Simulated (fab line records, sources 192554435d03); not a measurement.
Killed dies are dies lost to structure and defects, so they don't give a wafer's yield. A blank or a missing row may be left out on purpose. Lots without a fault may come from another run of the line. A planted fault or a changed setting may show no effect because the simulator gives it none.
Split-lot experiment | flow n5_finfet | 7 lots, 21 wafers read, on a route of 1938 steps

THE SPLIT
At N5_BEOL_M2_DESCUM_33 (chemistry O2, time 7 s), the setting time_s was moved away from the recipe's 7 s on 10 of the 21 wafers read, by -16.0% to +18.4%. The other wafers ran this setting at the recipe's value.

FROM THE SPLIT TO THE READING: what the file shows between them, 3 steps
- N5_BEOL_M2_ETCH_77: etches underlayer in N2/H2, target depth 6.5 nm, time 5.2 s
- N5_BEOL_M2_ETCH_69: etches SiARC in CF4, target depth 15.6 nm, time 26 s
- N5_BEOL_M2_ALD_98: deposits SiO2, target thk 2.5 nm, pulse time 1 s, co reactant pulse time 1 s

THE READING
CAR-EUV_of_BEOL_M2_COAT_22.thk_nm (the simulator's own value, which no gauge read), in nm, at N5_BEOL_M2_ETCHBACK_99 (etches SiO2 in CHF3, target depth 5 nm, time 10.4 s). The file gives no usual value for it. The 11 wafers here that ran the recipe average 10.3 nm, standard deviation 0.1 nm.

wafer  | tool, chamber at the split | time_s as run, s | against the recipe | CAR-EUV_of_BEOL_M2_COAT_22.thk_nm, nm | against lot-mates on the recipe
L080.1 | rie_diel-05, 1             | 7.65             | +9.3%              | 10.2                                  | -0.1
L080.3 | rie_diel-05, 3             | 7                | recipe             | 10.2                                  | -
L080.6 | rie_diel-05, 0             | 7                | recipe             | 10.4                                  | -
L082.2 | rie_diel-05, 2             | 7                | recipe             | 10.4                                  | -
L082.4 | rie_diel-05, 3             | 6.544            | -6.5%              | 10.6                                  | +0.2
L082.6 | rie_diel-05, 3             | 6.544            | -6.5%              | 10.6                                  | +0.2
L083.2 | rie_diel-01, 3,2           | 5.88             | -16.0%             | 11                                    | +0.8
L083.5 | rie_diel-01, 3,2           | 5.88             | -16.0%             | 11                                    | +0.8
L083.3 | rie_diel-01, 1             | 7                | recipe             | 10.2                                  | -
L084.3 | rie_diel-05, 1             | 7                | recipe             | 10.2                                  | -
L084.4 | rie_diel-05, 3,1           | 7                | recipe             | 10.2                                  | -
L084.5 | rie_diel-05, 3,1           | 7                | recipe             | 10.2                                  | -
L088.1 | rie_diel-05, 3,2,3         | 8.18             | +16.9%             | 9.8                                   | no lot-mate on the recipe
L088.3 | rie_diel-05, 3,2,3         | 8.18             | +16.9%             | 9.8                                   | no lot-mate on the recipe
L088.5 | rie_diel-05, 3,2,3         | 8.18             | +16.9%             | 9.6                                   | no lot-mate on the recipe
L097.1 | rie_diel-01, 1             | 8.29             | +18.4%             | 9.6                                   | -0.6
L097.4 | rie_diel-01, 0             | 8.29             | +18.4%             | 9.6                                   | -0.6
L097.6 | rie_diel-01, 1             | 7                | recipe             | 10.2                                  | -
L096.1 | rie_diel-06, 2             | 7                | recipe             | 10.4                                  | -
L096.2 | rie_diel-06, 0,2           | 7                | recipe             | 10.4                                  | -
L096.5 | rie_diel-06, 0,2           | 7                | recipe             | 10.4                                  | -
Where a row lists several chambers, the file gives one row for several wafers and doesn't say which wafer went through which chamber.

THE FIT
A straight line over all 21 wafers: CAR-EUV_of_BEOL_M2_COAT_22.thk_nm changes by -0.0376 nm for each +1% of time_s; r = -0.96; the points scatter about the line by 0.11 nm.
The same after taking each lot's own level away (the mean of its wafers on the recipe; 18 wafers): -0.0377 nm for each +1%; r = -0.96; scatter 0.097 nm.
On that fit, the largest move of time_s shifts the reading by 0.69 nm.
The lots' own levels span 10.20 to 10.40 nm, that is 2.0 times the standard deviation above.
So the lot-to-lot level changes the slope little: the two slopes agree.
Check: with one of the wafers moved furthest among these (+18.4%) left out of the fit, the line predicts -0.676 nm for it against its lot-mates. It came out at -0.6 nm against them.

THE WHOLE CHAIN: every reading that the file lists as answering this split, in the file's order
step                   | what it does                                                | reading                                                                            | change (the file's fit)                | r (the file's)
N5_BEOL_M2_DESCUM_33   | chemistry O2, time 7 s                                      | CAR-EUV_of_BEOL_M2_COAT_22.thk_nm (the simulator's own value, which no gauge read) | -0.042 nm for each +1% of the setting  | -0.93
N5_BEOL_M2_ETCH_77     | etches underlayer in N2/H2, target depth 6.5 nm, time 5.2 s | CAR-EUV_of_BEOL_M2_COAT_22.thk_nm (the simulator's own value, which no gauge read) | -0.0342 nm for each +1% of the setting | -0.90
N5_BEOL_M2_ETCH_69     | etches SiARC in CF4, target depth 15.6 nm, time 26 s        | CAR-EUV_of_BEOL_M2_COAT_22.thk_nm (the simulator's own value, which no gauge read) | -0.0355 nm for each +1% of the setting | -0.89
N5_BEOL_M2_ETCHBACK_99 | etches SiO2 in CHF3, target depth 5 nm, time 10.4 s         | CAR-EUV_of_BEOL_M2_COAT_22.thk_nm (the simulator's own value, which no gauge read) | -0.036 nm for each +1% of the setting  | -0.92

THE FILE'S OWN FIT
CAR-EUV_of_BEOL_M2_COAT_22.thk_nm changes by -0.036 nm for each +1% of time_s, r = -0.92.
